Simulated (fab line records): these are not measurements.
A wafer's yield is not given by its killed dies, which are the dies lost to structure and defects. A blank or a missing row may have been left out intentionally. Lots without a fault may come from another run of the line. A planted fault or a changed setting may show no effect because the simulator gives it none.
Struck lot and sound lot, side by side :: flow n5 finfet :: 37 out of 1938 route steps
Sound: wafers L386.1, L386.2, L386.5. Struck: wafers L379.1, L379.4. (L379.5 of the same lot was not struck and is left out.) The cause comes at the end.
Each step with rows lists, per side, the tool, then ch with its chambers, then its first start. Under that, the readings that differ: sound wafers :: struck wafers :: difference of the means :: sigmas: that difference in standard deviations of wafers without a fault.
alike: same words and numbers on both sides, and readings whose means sit less than 2 such deviations apart. not compared: any withheld reading, any reading some wafer has no value for, any bound like >300 that may hide the same value, and any number with overlapping values for which the record gives no deviation.
A row with sigmas, a row that says differs or no value, or rows on one side alone: a step with any of these is where the two part. Non-overlapping numbers with no deviation appear without sigmas and do not part them. Lack of a reading on every wafer of one side parts them only where that side has two or more wafers.

first, 12 steps without rows for these wafers: N5_GATE_CUT_STRIP_38 (strips in N2/H2); N5_GATE_CUT_STRIP_39 (strips in N2/H2); N5_GATE_CUT_HM_OPEN_40 (chemistry C4F6/O2, target SiO2, target depth 139 nm, time 85.1 s); N5_GATE_CUT_STRIP_41 (strips in CF4); N5_GATE_CUT_STRIP_42 (strips in O2); N5_GATE_CUT_ETCH_19 (etches SiNx in CH3F/O2, target depth 53.7 nm, time 76.7 s); N5_GATE_CUT_CUT_ETCH_53 (etches W in SF6/Cl2, target depth 79.2 nm); N5_GATE_CUT_CUT_ETCH_54 (etches TiN in Cl2/BCl3, target depth 96.7 nm); N5_GATE_CUT_CUT_ETCH_55 (etches HfO2 in BCl3, target depth 3.2 nm); N5_GATE_CUT_ETCH_47 (etches SiO2 in Cl2/BCl3, target depth 10 nm); N5_GATE_CUT_VAPOR_ETCH_48 (etches TiN in BCl3/Cl2); N5_GATE_CUT_VAPOR_ETCH_49 (etches TiAlC in BCl3/Cl2).
N5_GATE_CUT_VAPOR_ETCH_51: etches HfO2 in BCl3/Cl2.
  sound on rie metal-01 ch 0,1, day 10 05:51; struck on rie metal-03 ch 0, day 8 11:02
  alike: drypump motor current A, oes product au
then, 23 steps without rows for these wafers: N5_GATE_CUT_STRIP_21 (strips in N2/H2, time 30 s); N5_GATE_CUT_STRIP_29 (strips in post etch residue remover, time 60 s); N5_GATE_CUT_SRD_52 (time 30 s); N5_GATE_CUT_ALD_22 (deposits SiNx, target thk 16 nm, pulse time 1 s, ald cycles 320); N5_GATE_CUT_CMP_23 (polishes, stops on SiO2, t overpolish 23.4 s, target thk 16 nm); N5_GATE_CUT_CMP_43 (polishes SiO2); N5_GATE_CUT_CMP_61 (polishes, stops on SiNx, t overpolish 3 s); N5_MOL_CONTACT_COAG_COAT_103 (time 60 s, resist thk 80 nm); N5_MOL_CONTACT_COAG_COAT_104 (time 60 s, resist thk 12 nm); N5_MOL_CONTACT_COAG_COAT_58 (time 60 s, resist thk 10 nm); N5_MOL_CONTACT_COAG_COAT_02 (resist thk 30 nm); N5_MOL_CONTACT_COAG_EBR_04; N5_MOL_CONTACT_COAG_SOFTBAKE_03 (time 60 s); N5_MOL_CONTACT_COAG_EXPOSE_05 (exposes mask CA, defocus 0 nm); N5_MOL_CONTACT_COAG_PEB_06 (peb time 60 s); N5_MOL_CONTACT_COAG_DEVELOP_07 (develop time 30 s); N5_MOL_CONTACT_COAG_DESCUM_13 (chemistry O2, time 7 s); N5_MOL_CONTACT_COAG_ETCH_59 (etches underlayer in N2/H2, target depth 13 nm, time 10.4 s); N5_MOL_CONTACT_COAG_ETCH_105 (etches SiARC in CF4, target depth 15.6 nm, time 26 s); N5_MOL_CONTACT_COAG_ETCH_106 (etches SOC in N2/H2, target depth 80 nm, overetch 16 nm, time 120 s); N5_MOL_CONTACT_COAG_STRIP_107 (strips in N2/H2); N5_MOL_CONTACT_COAG_STRIP_108 (strips in N2/H2); N5_MOL_CONTACT_COAG_CONTACT_ETCH_14 (etches SiO2 in C4F6/O2, target depth 27.5 nm, overetch 8.5 nm, time 20 s).
-- the record jumps here: 8 days lie between the struck wafers' starts before and after (it left off in module MOL_CONTACT_COAG and takes up again in module PASSIVATION, whose first step shown is number 1936 of the route) --
N5_PASSIVATION_PROBE_49:
  rows exist in the record for the struck wafers here (prober-02, day 16 11:44), but not for the sound ones

WHERE THEY PART
At N5_PASSIVATION_PROBE_49 and nowhere else, as far as this record goes.

WHY: what the simulator had put in
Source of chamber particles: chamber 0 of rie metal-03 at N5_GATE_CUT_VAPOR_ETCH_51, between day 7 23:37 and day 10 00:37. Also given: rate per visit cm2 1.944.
